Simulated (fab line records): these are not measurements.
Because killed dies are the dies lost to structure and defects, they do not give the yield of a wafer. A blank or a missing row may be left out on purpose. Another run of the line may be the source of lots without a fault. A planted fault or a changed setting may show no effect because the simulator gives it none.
Chamber matching    flow n5_finfet    N5_BEOL_M4_ETCH_77 on rie_diel-02: 4 sister chambers
The step etches underlayer in N2/H2, target depth 6.5 nm, time 5.2 s. 4 wafers are shown with their chamber, then 10 later ones without.

EACH WAFER AND ITS CHAMBER
wafer   chamber  showerhead_plenum_p_Torr (Torr)
L082.2  3        2.49
L085.5  0        2.40
L086.1  1        2.56
L086.3  2        2.48

WAFERS MISSING THEIR CHAMBER
wafer   showerhead_plenum_p_Torr (Torr)
L086.6  2.48
L087.1  2.56
L087.3  2.48
L087.4  2.48
L090.3  2.48
L090.4  2.47
L090.6  2.40
L092.1  2.47
L092.2  2.48
L092.5  2.56

WHICH CHAMBER EACH ONE RAN IN
wafer    from the rows above   in truth
L086.6   2                     2
L087.1   1                     1
L087.3   2                     2
L087.4   2                     2
L090.3   2                     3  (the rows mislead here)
L090.4   2                     2
L090.6   0                     0
L092.1   2                     2
L092.2   2                     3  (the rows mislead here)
L092.5   1                     1
8 of 10 placed correctly. Left unplaced by these rows: 0. 2 placed wrongly.
How it was worked out, from the rows above alone: a wafer's distance from a chamber is the root of the sum, over the readings, of the square of ((its reading less the chamber's mean) divided by the reading's scatter). If the next closest chamber is less than 2 further off than the closest, the wafer can't be placed; otherwise it belongs to the closest. For every chamber, the mean is computed from those of its wafers that are shown. The scatter: root of mean squared gap, hidden wafer to nearest shown wafer, with one shown wafer a chamber.
